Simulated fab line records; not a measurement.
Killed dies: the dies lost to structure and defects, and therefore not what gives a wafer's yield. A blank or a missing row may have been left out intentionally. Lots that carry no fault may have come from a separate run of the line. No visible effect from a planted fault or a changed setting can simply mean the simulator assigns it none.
The tool behind it: which one? || flow n5_finfet || route of 1938 steps, sampled at 1 step: 12 lots, 36 wafers

== WHAT THE GAUGES READ, wafer by wafer ==
N5_BEOL_M10_INSPECT_13: inspects for defects (brightfield).
{"lot": "L075", "measured": "day 10 18:30", "on": "defect_inspect-01", "raw_defect_count": "408 444 354"}
{"lot": "L078", "measured": "day 11 19:00", "on": "defect_inspect-01", "raw_defect_count": "471 395 503"}
{"lot": "L079", "measured": "day 12 03:50", "on": "defect_inspect-01", "raw_defect_count": "461 413 544"}
{"lot": "L077", "measured": "day 12 08:11", "on": "defect_inspect-02", "raw_defect_count": "616 593 490"}
{"lot": "L083", "measured": "day 12 12:08", "on": "defect_inspect-02", "raw_defect_count": "457 501 502"}
{"lot": "L085", "measured": "day 13 03:16", "on": "defect_inspect-02", "raw_defect_count": "530 410 452"}
{"lot": "L087", "measured": "day 13 13:31", "on": "defect_inspect-01", "raw_defect_count": "448 423 362"}
{"lot": "L089", "measured": "day 14 09:31", "on": "defect_inspect-01", "raw_defect_count": "375 294 567"}
{"lot": "L090", "measured": "day 14 22:54", "on": "defect_inspect-02", "raw_defect_count": "350 478 423"}
{"lot": "L092", "measured": "day 14 23:35", "on": "defect_inspect-02", "raw_defect_count": "354 417 466"}
{"lot": "L095", "measured": "day 16 03:12", "on": "defect_inspect-02", "raw_defect_count": "333 537 555"}
{"lot": "L097", "measured": "day 16 08:30", "on": "defect_inspect-02", "raw_defect_count": "633 586 611"}

== WHICH TOOL RAN EACH LOT (tool, then ch and the chambers of the sampled wafers, then the start) ==
Before these readings, the record contains no process step.

== THE ANSWER, worked out from the rows above alone ==
Rule: the usual values come from the lots themselves. Put in order of their means at a reading, lots are off if they are a third of the lots or fewer, leave a main group of 4 or more, and stand apart from it by a gap of 3 or more times the standard deviation of the main group's means; of several such gaps the widest counts. A main group is skipped when, at the precision printed for the reading in the tables above, its means are all equal. Also off: a lot with no number at a reading for which 4 or more lots have one. The other lots that the step has rows for count as sound.
Nothing can be told from this: no lot is off at any reading shown.

== WHAT THE SIMULATOR HAD PUT IN ==
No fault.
